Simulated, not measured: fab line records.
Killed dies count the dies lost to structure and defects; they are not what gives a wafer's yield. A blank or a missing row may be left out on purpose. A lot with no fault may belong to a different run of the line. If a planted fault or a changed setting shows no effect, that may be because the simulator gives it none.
Which tool did it?    flow n5-finfet    Sampling: 9 lots, 27 wafers, 6 of 1938 route steps

## WHAT THE GAUGES READ, wafer by wafer
N5_MOL_CONTACT_COAG_INSPECT_57: inspects for defects (brightfield). Usual: raw-defect-count at 183, with a standard deviation of 54.
lot   measured      on                 raw-defect-count  flag
L492  day 5 15:08   defect-inspect-01  339 165 226       
L493  day 5 19:06   defect-inspect-02  174 260 150       
L495  day 6 09:03   defect-inspect-02  150 251 198       
L498  day 7 00:44   defect-inspect-02  202 130 122       
L502  day 8 04:42   defect-inspect-01  136 110 127       
L505  day 8 22:52   defect-inspect-01  191 151 202       
L508  day 9 13:08   defect-inspect-01  150 163 129       
L511  day 10 08:44  defect-inspect-01  135 170 175       
L512  day 10 12:17  defect-inspect-02  207 272 344       

N5_MOL_CONTACT_COAG_OVL_MEAS_41. Usual: for VD_OVL the level is -0.2 nm and the standard deviation is 0.66.
lot   measured      on          VD_OVL (nm)     flag
L492  day 5 16:24   overlay-01  -0.3 -1.2 -0.5  
L493  day 5 20:34   overlay-01  -1.6 -0.2 -1.3  
L495  day 6 10:39   overlay-01  -1.0 -1.2 -1.5  
L498  day 7 02:11   overlay-01  9.1 8.5 9.5     OFF
L502  day 8 06:13   overlay-01  8.8 9.2 8.5     OFF
L505  day 9 00:14   overlay-01  -0.7 0.1 0.3    
L508  day 9 14:51   overlay-02  -1.9 -0.6 -1.2  
L511  day 10 10:10  overlay-02  -0.7 -0.3 -0.8  
L512  day 10 15:17  overlay-02  0.9 -0.3 1.4    

N5_BEOL_M4_RC_MEAS_101. Usual: DIBL_N 36.8 mV/V, standard deviation 1.5; DIBL_P 37.1 mV/V, standard deviation 2.1; IOFF_N 0.168 nA/um, standard deviation 0.03; IOFF_P 0.22 nA/um, standard deviation 0.034; ION_N 679 uA/um, standard deviation 12; ION_P 466 uA/um, standard deviation 8; SS_N 71.7 mV/dec, standard deviation 0.58; SS_P 73.5 mV/dec, standard deviation 0.67; VT_N 248.8 mV, standard deviation 2.7; VT_P -250 mV, standard deviation 3.3.
lot   measured      on         DIBL_N (mV/V)   DIBL_P (mV/V)   IOFF_N (nA/um)     IOFF_P (nA/um)  ION_N (uA/um)  ION_P (uA/um)  SS_N (mV/dec)   SS_P (mV/dec)   VT_N (mV)          VT_P (mV)       flag
L492  day 8 13:29   prober-01  37.0 36.9 37.1  36.1 36.0 36.1  0.146 0.146 0.148  0.19 0.20 0.20  678 675 672    461 462 461    71.5 70.6 70.9  73.5 72.9 73.4  249.8 247.4 248.0  -253 -249 -250  
L493  day 8 13:56   prober-02  36.8 37.9 37.9  36.8 38.8 37.6  0.162 0.184 0.190  0.26 0.29 0.26  690 689 704    482 479 486    71.3 71.8 71.9  73.5 74.2 73.5  248.8 249.6 246.3  -246 -242 -246  
L495  day 8 17:46   prober-01  37.7 39.2 34.7  38.3 37.7 33.1  0.187 0.213 0.126  0.26 0.24 0.17  678 680 667    467 460 458    72.6 72.9 71.5  74.2 73.9 73.1  247.7 248.0 252.7  -246 -247 -252  
L498  day 9 19:59   prober-02  38.5 35.3 37.8  38.9 36.3 39.0  0.202 0.153 0.204  0.22 0.19 0.24  682 678 696    455 466 467    72.4 72.1 72.0  74.0 73.2 74.1  246.2 250.0 245.2  -250 -253 -249  
L502  day 11 00:38  prober-02  37.1 36.8 37.4  39.3 40.2 40.5  0.176 0.175 0.181  0.24 0.27 0.27  677 670 674    463 463 466    72.4 72.5 72.5  73.6 74.6 74.3  250.6 249.6 247.8  -246 -246 -246  
L505  day 11 08:31  prober-02  36.5 35.7 38.2  37.7 37.1 39.7  0.184 0.152 0.230  0.21 0.19 0.24  686 682 697    463 471 476    71.9 71.7 73.2  73.9 72.8 74.2  245.8 249.9 242.6  -253 -254 -250  
L508  day 12 04:27  prober-01  38.4 37.9 37.8  38.2 37.6 38.1  0.189 0.169 0.193  0.24 0.24 0.25  696 677 708    480 464 484    72.0 71.6 72.4  73.4 73.5 74.2  246.2 245.0 243.7  -250 -249 -245  
L511  day 13 00:08  prober-02  39.5 36.3 37.7  39.8 36.0 37.7  0.233 0.149 0.182  0.28 0.21 0.23  712 687 695    478 472 476    71.8 71.4 72.2  74.5 73.2 73.2  244.4 250.9 248.9  -247 -249 -250  
L512  day 13 08:35  prober-02  33.4 34.7 36.5  33.0 34.8 36.2  0.126 0.147 0.164  0.19 0.22 0.26  679 681 678    469 472 474    71.3 71.5 72.4  72.9 73.4 73.0  252.8 252.4 248.7  -251 -247 -246  

## TOOL THAT RAN EACH LOT (tool first, then ch and the chambers of the sampled wafers, then the start)
lot   N5_MOL_CONTACT_COAG_ALD_131        N5_MOL_CONTACT_COAG_ETCHBACK_135    N5_MOL_CONTACT_COAG_EXPOSE_37
L492  ald-sin-03 ch 0,1,2, day 5 15:22   rie-diel-01 ch 1,3, day 5 15:41     euv-scanner-01 ch 0, day 5 16:13
L493  ald-sin-01 ch 0,1,2, day 5 19:23   rie-diel-01 ch 0,2,3, day 5 19:42   euv-scanner-02 ch 0, day 5 20:24
L495  ald-sin-01 ch 1,2,3, day 6 09:26   rie-diel-06 ch 2,3, day 6 09:48     euv-scanner-01 ch 0, day 6 10:29
L498  ald-sin-04 ch 0,3, day 7 01:08     rie-diel-06 ch 0,2,3, day 7 01:26   euv-scanner-01 ch 0, day 7 02:01
L502  ald-sin-01 ch 1,3, day 8 05:04     rie-diel-02 ch 1,2,3, day 8 05:22   euv-scanner-01 ch 0, day 8 06:03
L505  ald-sin-04 ch 0,1,3, day 8 23:13   rie-diel-02 ch 0,1,2, day 8 23:31   euv-scanner-02 ch 0, day 9 00:04
L508  ald-sin-04 ch 0,1, day 9 13:42     rie-diel-02 ch 0,1,2, day 9 14:00   euv-scanner-02 ch 0, day 9 14:40
L511  ald-sin-04 ch 0,1,2, day 10 09:01  rie-diel-01 ch 0,2,3, day 10 09:19  euv-scanner-02 ch 0, day 10 09:59
L512  ald-sin-04 ch 0,1,2, day 10 14:06  rie-diel-01 ch 0,1, day 10 14:26    euv-scanner-02 ch 0, day 10 15:06
- N5_MOL_CONTACT_COAG_ALD_131: deposits SiO2, target thk 5 nm, pulse time 1 s, co reactant pulse time 1 s.
- N5_MOL_CONTACT_COAG_ETCHBACK_135: etches SiO2 in CHF3, target depth 25 nm, time 16.7 s.
- N5_MOL_CONTACT_COAG_EXPOSE_37: exposes mask VD, defocus 0 nm.

## AS READ BY THE TOOLS THEMSELVES (means over the sampled wafers that have a number; for cases with no such wafer, the mark the record gives instead)
N5_MOL_CONTACT_COAG_ALD_131. Usual: heater-power-w 77 W, standard deviation 13; precursor-pulse-height-rel 1.001, standard deviation 0.019.
lot   tool        heater-power-w (W)  precursor-pulse-height-rel  flag
L492  ald-sin-03  85                  0.998                       
L493  ald-sin-01  76                  1.014                       
L495  ald-sin-01  78                  1.018                       
L498  ald-sin-04  75                  1.003                       
L502  ald-sin-01  70                  1.013                       
L505  ald-sin-04  71                  0.994                       
L508  ald-sin-04  68                  1.015                       
L511  ald-sin-04  67                  0.997                       
L512  ald-sin-04  67                  1.007                       

N5_MOL_CONTACT_COAG_ETCHBACK_135. Usual: drypump-motor-current-A 5.6 A, standard deviation 0.51; oes_f_703_au 0.83 a.u., standard deviation 0.09; oes-product-au 0.82 a.u., standard deviation 0.094; rf-vpp-V 519 V, standard deviation 9.7; showerhead-plenum-p-Torr 2.39 Torr, standard deviation 0.088; throttle-valve-pct 18.73 %, standard deviation 0.24.
lot   tool         drypump-motor-current-A (A)  oes_f_703_au (a.u.)  oes-product-au (a.u.)  rf-vpp-V (V)  showerhead-plenum-p-Torr (Torr)  throttle-valve-pct (%)  flag
L492  rie-diel-01  5.1                          0.80                 0.81                   529           2.31                             18.92                   
L493  rie-diel-01  5.4                          0.78                 0.79                   525           2.38                             18.65                   
L495  rie-diel-06  5.6                          0.78                 0.76                   507           2.41                             19.04                   
L498  rie-diel-06  5.6                          0.82                 0.81                   512           2.44                             18.85                   
L502  rie-diel-02  6.0                          0.89                 0.89                   520           2.36                             18.62                   
L505  rie-diel-02  5.9                          0.86                 0.85                   519           2.43                             18.63                   
L508  rie-diel-02  5.8                          0.85                 0.83                   519           2.42                             18.64                   
L511  rie-diel-01  5.4                          0.82                 0.83                   525           2.36                             18.57                   
L512  rie-diel-01  4.8                          0.71                 0.71                   518           2.31                             18.77                   

## THE ANSWER, worked out from the rows above alone
Rule: take the mean of a lot's wafers that have a number; if it is more than 3 standard deviations from the usual mean, the lot is off. Also off: a lot with no number at a reading for which 4 or more lots have one. Where the step has rows for the other lots, those lots are counted as sound. First the gauges in route order, then the tools' own readings, where a lot's mean is used as printed above. The first step at which some lot is off is used, and at that step the reading that is off furthest; a lot without a number counts as furthest.
Off: L498, L502, seen at N5_MOL_CONTACT_COAG_OVL_MEAS_41 (VD_OVL).
A tool fits if, at a process step before that reading, it ran every lot that is off, and no sound lot after the first of them. Gauges at N5_MOL_CONTACT_COAG_OVL_MEAS_41: tried the same way as those tools. One fits: euv-scanner-01 at N5_MOL_CONTACT_COAG_EXPOSE_37. Its last sound lot is L495 (day 6 10:29), its first lot that is off L498 (day 7 02:01): a fault that began between those two fits.

## WHAT THE SIMULATOR PUT IN
Scanner matching overlay: euv-scanner-01, from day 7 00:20 on, at N5_MOL_CONTACT_COAG_EXPOSE_37. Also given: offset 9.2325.
Shown lots that were struck: L498, L502. The rule above found the same.
